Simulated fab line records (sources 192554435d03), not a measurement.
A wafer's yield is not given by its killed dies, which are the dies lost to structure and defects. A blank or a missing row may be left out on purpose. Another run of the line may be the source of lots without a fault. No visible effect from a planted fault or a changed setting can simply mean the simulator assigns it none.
3 desks looking at one fault    flow n5_finfet    each desk holds nothing but its own numbers, with what lay behind them at the end

== THE TOOL OWNER'S DESK: cmp-02 ==
The tool's own readings at N5_HKMG_FIN_CMP_94 (polishes, stops on SiNx, t overpolish 4.7 s, target thk 43.299 nm): means of the sampled wafers that have a number, for each lot that ran on this tool. A lot is out of limits, marked OUT, if its mean lies more than 4 standard deviations from the usual mean; the brackets give that distance.
Columns: A = motor_current_A at N5_HKMG_FIN_CMP_94, usual 11.8 A; B = retaining_ring_pressure_frac at N5_HKMG_FIN_CMP_94, usual 1.000
lot   first seen here  A     B
L212  day 6 15:09      12.2  0.999
L213  day 6 23:06      12.0  0.996
L226  day 10 00:44     11.2  1.000
This desk found nothing out of limits on any of the 3 lots.

== THE METROLOGY DESK ==
What the gauges read, lot by lot, whatever tool the lot ran on: means of the sampled wafers that have a number. A lot is out of limits, marked OUT, if its mean lies more than 4 standard deviations from the usual mean; the brackets give that distance. It has 10 readings; the 7 that lie furthest out on some lot are the ones shown.
Columns: A = DIBL_N at N5_BEOL_M4_RC_MEAS_101, usual 36.4 mV/V; B = IOFF_N at N5_BEOL_M4_RC_MEAS_101, usual 0.16 nA/um; C = IOFF_P at N5_BEOL_M4_RC_MEAS_101, usual 0.21 nA/um; D = ION_N at N5_BEOL_M4_RC_MEAS_101, usual 677 uA/um; E = ION_P at N5_BEOL_M4_RC_MEAS_101, usual 464 uA/um; F = VT_N at N5_BEOL_M4_RC_MEAS_101, usual 250 mV; G = VT_P at N5_BEOL_M4_RC_MEAS_101, usual -251 mV
lot   first seen here  A     B     C     D    E    F    G
L203  day 7 20:23      36.8  0.18  0.29  673  471  248  -245
L212  day 10 19:35     36.6  0.14  0.20  672  466  254  -252
L213  day 10 22:32     36.8  0.16  0.20  684  466  248  -252
L223  day 13 10:42     39.9  0.22  0.26  688  467  244  -248
L225  day 14 07:03     37.1  0.16  0.20  683  466  249  -252
L226  day 14 07:36     33.6  0.12  0.13  653  445  254  -259
This desk found nothing out of limits on any of the 6 lots.

== THE DEFECT DESK ==
Per lot, the means of the sampled wafers with a number show what the inspections along the route counted. A lot is out of limits, marked OUT, if its mean lies more than 4 standard deviations from the usual mean; the brackets give that distance.
Columns: A = raw_defect_count at N5_HKMG_FIN_INSPECT_28, usual 40
lot   first seen here  A
L203  day 4 07:09      18
L212  day 6 15:23      35
L213  day 6 23:20      29
L223  day 9 08:52      50
L225  day 9 20:02      34
L226  day 10 00:53     30
This desk found nothing out of limits on any of the 6 lots.

== BROUGHT TOGETHER ==
Nothing out of limits was seen by the tool owner's desk.
Metrology desk: nothing out of limits seen.
Nothing the defect desk looked at was out of limits.

== WHAT THE SIMULATOR PUT IN ==
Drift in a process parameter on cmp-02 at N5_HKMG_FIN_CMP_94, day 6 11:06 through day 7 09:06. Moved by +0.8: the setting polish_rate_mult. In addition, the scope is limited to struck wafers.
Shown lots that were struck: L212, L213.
